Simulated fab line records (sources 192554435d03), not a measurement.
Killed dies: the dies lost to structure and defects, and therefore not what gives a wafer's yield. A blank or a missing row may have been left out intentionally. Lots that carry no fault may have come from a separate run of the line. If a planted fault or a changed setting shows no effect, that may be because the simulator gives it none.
Split-lot study	flow n5Finfet	7 lots, 39 wafers read, on a route of 1938 steps

== ON THE SPLIT ==
At N5_BEOL_M4_DESCUM_33 (chemistry O2, time 7 s), the setting timeS was moved away from the recipe's 7 s on 6 of the 39 wafers read, by -31.4% to +37.5%. This setting was run at the recipe's value on the other wafers.

== FROM SPLIT TO READING: 1 step shown by the file between the two ==
- N5_BEOL_M4_ETCH_77: etches underlayer in N2/H2, target depth 6.5 nm, time 5.2 s

== THE READING ==
CAR-EUV_of_BEOL_M4_COAT_22.thkNm (the simulator's own value, which no gauge read), in nm, at N5_BEOL_M4_ETCH_69 (etches SiARC in CF4, target depth 15.6 nm, time 26 s). There is no usual value for it anywhere in the file. Here, 33 wafers ran the recipe; their average is 11.1 nm with a standard deviation of 0.14 nm.

wafer	tool, chamber at the split	timeS as run, s	against the recipe	CAR-EUV_of_BEOL_M4_COAT_22.thkNm, nm	against lot-mates on the recipe
L075.1	rieDiel-03, 3,0	7	recipe	11.2	-
L075.5	rieDiel-03, 3,0	7	recipe	11.2	-
L075.2	rieDiel-03, 1,0,2	4.805	-31.4%	12.2	+1.1
L075.3	rieDiel-03, 1,0,2	4.805	-31.4%	12.2	+1.1
L075.4	rieDiel-03, 1,0,2	4.805	-31.4%	12.2	+1.1
L075.6	rieDiel-03, 1	7	recipe	11	-
L079.1	rieDiel-03, 3,1,2	7	recipe	11	-
L079.5	rieDiel-03, 3,1,2	7	recipe	11	-
L079.6	rieDiel-03, 3,1,2	7	recipe	11	-
L079.2	rieDiel-03, 1,0,2	9.624	+37.5%	9.6	-1.4
L079.3	rieDiel-03, 1,0,2	9.624	+37.5%	9.8	-1.2
L079.4	rieDiel-03, 1,0,2	9.624	+37.5%	9.8	-1.2
L082.1	rieDiel-06, 3,2,1,0,2,1	7	recipe	11	-
L082.3	rieDiel-06, 3,2,1,0,2,1	7	recipe	11	-
L082.5	rieDiel-06, 3,2,1,0,2,1	7	recipe	11	-
L082.6	rieDiel-06, 3,2,1,0,2,1	7	recipe	11	-
L082.2	rieDiel-06, 3,2,1,0,2,1	7	recipe	11.2	-
L082.4	rieDiel-06, 3,2,1,0,2,1	7	recipe	11.2	-
L086.1	rieDiel-06, 2,1,3,3,2	7	recipe	11.4	-
L086.2	rieDiel-06, 2,1,3,3,2	7	recipe	11.2	-
L086.3	rieDiel-06, 0	7	recipe	11.2	-
L086.4	rieDiel-06, 2,1,3,3,2	7	recipe	11.2	-
L086.5	rieDiel-06, 2,1,3,3,2	7	recipe	11.2	-
L086.6	rieDiel-06, 2,1,3,3,2	7	recipe	11.2	-
L084.1	rieDiel-03, 2,0,1,3,0	7	recipe	11	-
L084.2	rieDiel-03, 2,0,1,3,0	7	recipe	11.2	-
L084.4	rieDiel-03, 2,0,1,3,0	7	recipe	11.2	-
L084.5	rieDiel-03, 2,0,1,3,0	7	recipe	11.2	-
L084.3	rieDiel-03, 3	7	recipe	11.4	-
L084.6	rieDiel-03, 2,0,1,3,0	7	recipe	11.4	-
L092.1	rieDiel-02, 1,0,1	7	recipe	11	-
L092.2	rieDiel-02, 1,0,1	7	recipe	11	-
L092.4	rieDiel-02, 3,2,2	7	recipe	11	-
L092.5	rieDiel-02, 1,0,1	7	recipe	11	-
L092.6	rieDiel-02, 3,2,2	7	recipe	11	-
L092.3	rieDiel-02, 3,2,2	7	recipe	10.8	-
L097.1	rieDiel-02, 2,1,0	7	recipe	11.2	-
L097.6	rieDiel-02, 2,1,0	7	recipe	11.2	-
L097.2	rieDiel-02, 2,1,0	7	recipe	11	-
Where a row lists several chambers, the file gives one row for several wafers and doesn't say which wafer went through which chamber.

FIT RESULTS
A straight line over all 39 wafers: CAR-EUV_of_BEOL_M4_COAT_22.thkNm changes by -0.0359 nm for each +1% of timeS; r = -0.97; the points scatter about the line by 0.14 nm.
The same after taking each lot's own level away (the mean of its wafers on the recipe; 39 wafers): -0.0339 nm for each +1%; r = -0.98; scatter 0.092 nm.
That fit puts the effect of the largest move of timeS on the reading at 1.3 nm.
The span of the lots' own levels, 10.97 to 11.23 nm, comes to 1.9 times the standard deviation stated above.
Consequently the slope shifts little with the lot-to-lot level, the two slopes agreeing.
Check: -1.23 nm against its lot-mates is what the line predicts for one of the wafers moved furthest among these (+37.5%) when that wafer is left out of the fit. It came out at -1.4 nm against them.

== THE OTHER SPLITS THESE WAFERS WENT THROUGH ==
Other splits were also applied to these wafers ahead of the reading. Each is held against what the fit with the lots' levels taken away leaves over:
other split on the same wafers	wafers away from the commonest value	r with CAR-EUV_of_BEOL_M4_COAT_22.thkNm (lot level and that fit taken away)
N5_FIN_SAQP_HM_DEP_03 timeS	12	+0.14
N5_SD_EPI_P_EPI_21 epiGrowthTimeS	9	+0.13
N5_HKMG_FIN_CVD_62 timeS	15	-0.10
N5_MOL_CONTACT_COAG_CONTACT_ETCH_14 timeS	12	+0.10
N5_BEOL_M0_SAQP_ETCH_106 targetDepthA	15	-0.08
N5_BEOL_M1_DEP_57 targetThkA	12	+0.09

== THE WHOLE CHAIN: every reading that the file lists as answering this split, in the file's order ==
step	what it does	reading	change (the file's fit)	r (the file's)
N5_BEOL_M4_DESCUM_33	chemistry O2, time 7 s	CAR-EUV_of_BEOL_M4_COAT_22.thkNm (the simulator's own value, which no gauge read)	-0.036 nm for each +1% of the setting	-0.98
N5_BEOL_M4_ETCH_77	etches underlayer in N2/H2, target depth 6.5 nm, time 5.2 s	CAR-EUV_of_BEOL_M4_COAT_22.thkNm (the simulator's own value, which no gauge read)	-0.0349 nm for each +1% of the setting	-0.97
N5_BEOL_M4_ETCH_69	etches SiARC in CF4, target depth 15.6 nm, time 26 s	CAR-EUV_of_BEOL_M4_COAT_22.thkNm (the simulator's own value, which no gauge read)	-0.0339 nm for each +1% of the setting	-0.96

== THE FILE'S OWN FIT ==
CAR-EUV_of_BEOL_M4_COAT_22.thkNm changes by -0.0339 nm for each +1% of timeS, r = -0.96.
